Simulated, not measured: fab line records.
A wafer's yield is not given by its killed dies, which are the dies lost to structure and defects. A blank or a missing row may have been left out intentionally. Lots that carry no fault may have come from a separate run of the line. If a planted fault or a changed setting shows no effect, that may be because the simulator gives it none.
A struck lot beside a sound one || flow n5-finfet || 39 out of 1938 route steps
Sound: the wafers L235.2, L235.4, L235.6. Struck: wafer L238.1 (left out: L238.3, L238.6 of the same lot, which were not struck); the cause appears at the end.
Order at every step that has rows: each side's tool, ch and its chambers, its first start. Under that, the readings that differ: sound wafers || struck wafers || difference of the means || sigmas: that difference in standard deviations of wafers without a fault.
alike: a reading whose means differ by less than 2 such deviations, as well as words and numbers matching on both sides. not compared: withheld readings; readings where some wafer has no value; bounds like >300 that might hide an equal value; numbers whose values overlap and for which the record gives no deviation.
Wherever a step has rows on one side only, a row that says differs or no value, or a row with sigmas, the two part there. Numbers that have no deviation but don't overlap get no sigmas and don't part them. A reading missing from all wafers of one side parts the sides only when that side holds two or more wafers.

first, 11 steps without rows for these wafers: N5_STI_FIN_REVEAL_DENSIFY_30; N5_STI_FIN_REVEAL_ETCHBACK_08 (etches SiO2 in C4F6/O2, target depth 30.5 nm, time 10.167 s); N5_STI_FIN_REVEAL_STRIP_24 (strips in N2/H2, time 90 s); N5_STI_FIN_REVEAL_PRECLEAN_25 (cleans in SPM, time 90 s); N5_STI_FIN_REVEAL_PRECLEAN_26 (cleans in SC1, time 45 s); N5_STI_FIN_REVEAL_PRECLEAN_29 (cleans in DHF, time 30 s); N5_STI_FIN_REVEAL_SRD_12 (time 30 s); N5_STI_FIN_REVEAL_RECESS_09 (chemistry HF/NH3, target SiO2, afs cycles 11, target depth 42.5 nm, sublimation time 60 s); N5_STI_FIN_REVEAL_STRIP_16 (strips SiNx in H3PO4, target depth 23.8 nm); N5_STI_FIN_REVEAL_PRECLEAN_17 (cleans in NF3:NH3, afs cycles 1, time 20 s, sublimation time 60 s); N5_STI_FIN_REVEAL_ETCH_34 (etches Si in H2, material Si, target depth 0.97 nm).
N5_STI_FIN_REVEAL_OXIDATION_31: chemistry O2 PLASMA REMOTE, time 20 s.
  sound on plasma-asher-01 ch 0,1, day 4 01:22; struck on plasma-asher-01 ch 0, day 4 18:41
  alike: drypump-motor-current-A, heater-power-w
  not compared: rf-hours-counter-h
then, 25 steps without rows for these wafers: N5_STI_FIN_REVEAL_PRECLEAN_32 (cleans in NF3:NH3, afs cycles 1, time 20 s, sublimation time 60 s); N5_STI_FIN_REVEAL_STRIP_35 (strips Si3N4 in H3PO4, target depth 4 nm, time 39 s); N5_STI_FIN_REVEAL_SRD_21 (time 30 s); N5_STI_FIN_REVEAL_OXIDATION_33 (chemistry O2 PLASMA REMOTE, time 20 s); N5_STI_FIN_REVEAL_CLEAN_19 (cleans in O3/DIW, time 120 s); N5_STI_FIN_REVEAL_SRD_23 (time 30 s); N5_STI_FIN_REVEAL_PRECLEAN_18 (cleans in SC2, time 45 s); N5_STI_FIN_REVEAL_SRD_28 (time 30 s); N5_DUMMY_GATE_PRECLEAN_00 (cleans in O3/DIW, time 60 s); N5_DUMMY_GATE_SRD_01 (time 30 s); N5_DUMMY_GATE_ALD_02 (deposits SiO2, target thk 2 nm, pulse time 1 s); N5_DUMMY_GATE_CVD_03 (deposits a-Si from SiH4, target thk 150 nm, time 8042 s); N5_DUMMY_GATE_PRECLEAN_46 (cleans in DIW, time 89.5 s); N5_DUMMY_GATE_SRD_47 (dry time 32 s); N5_DUMMY_GATE_CMP_04 (polishes a-Si); N5_DUMMY_GATE_HM_DEP_06 (deposits SiNx from DCS/NH3, target thk 80 nm, time 5141 s); N5_DUMMY_GATE_PECVD_30 (deposits SiO2 from TEOS/O2, target thk 55 nm, time 10.8 s); N5_DUMMY_GATE_COAT_34 (time 60 s, resist thk 60 nm); N5_DUMMY_GATE_COAT_35 (time 60 s, resist thk 10 nm); N5_DUMMY_GATE_COAT_28 (time 60 s, resist thk 10 nm); N5_DUMMY_GATE_COAT_09 (resist thk 30 nm); N5_DUMMY_GATE_EBR_11; N5_DUMMY_GATE_SOFTBAKE_10 (time 60 s); N5_DUMMY_GATE_EXPOSE_12 (exposes mask GATE, target cd 25 nm); N5_DUMMY_GATE_PEB_13 (peb time 60 s).
-- record jumps: 6 days separate the struck wafers' starts on either side; left off in module DUMMY_GATE, taken up again in module BEOL_M4, whose first shown step is the route's number 1111 --
N5_BEOL_M4_RC_MEAS_101:
  sound on prober-02 ch 0, day 9 13:18; struck on prober-01 ch 0, day 10 14:50
{"reading": "REXT_N (ohm.um)", "sound": "72.7 72.8 70.9", "struck": 79.9, "difference": "+7.8", "sigmas": "+6"}
{"reading": "REXT_P (ohm.um)", "sound": "98.9 97.3 97.3", "struck": 110.5, "difference": "+12.7", "sigmas": "+7"}
{"reading": "VT_N_LONG (mV)", "sound": "277.3 276.8 274.1", "struck": 280.9, "difference": "+4.8", "sigmas": "+3"}
  alike: DIBL_N, DIBL_P, IOFF_N, IOFF_P, ION_N, ION_P, SS_N, SS_P, VT_N, VT_P
-- record jumps: 4 days separate the struck wafers' starts on either side; left off in module BEOL_M4, taken up again in module PASSIVATION, whose first shown step is the route's number 1936 --
N5_PASSIVATION_PROBE_49:
  record: rows for the struck wafers here (prober-02, day 14 20:26), none for the sound ones

## WHERE THEY PART
Last at N5_PASSIVATION_PROBE_49 as far as this record goes, first at N5_BEOL_M4_RC_MEAS_101.

WHY: what the simulator had put in
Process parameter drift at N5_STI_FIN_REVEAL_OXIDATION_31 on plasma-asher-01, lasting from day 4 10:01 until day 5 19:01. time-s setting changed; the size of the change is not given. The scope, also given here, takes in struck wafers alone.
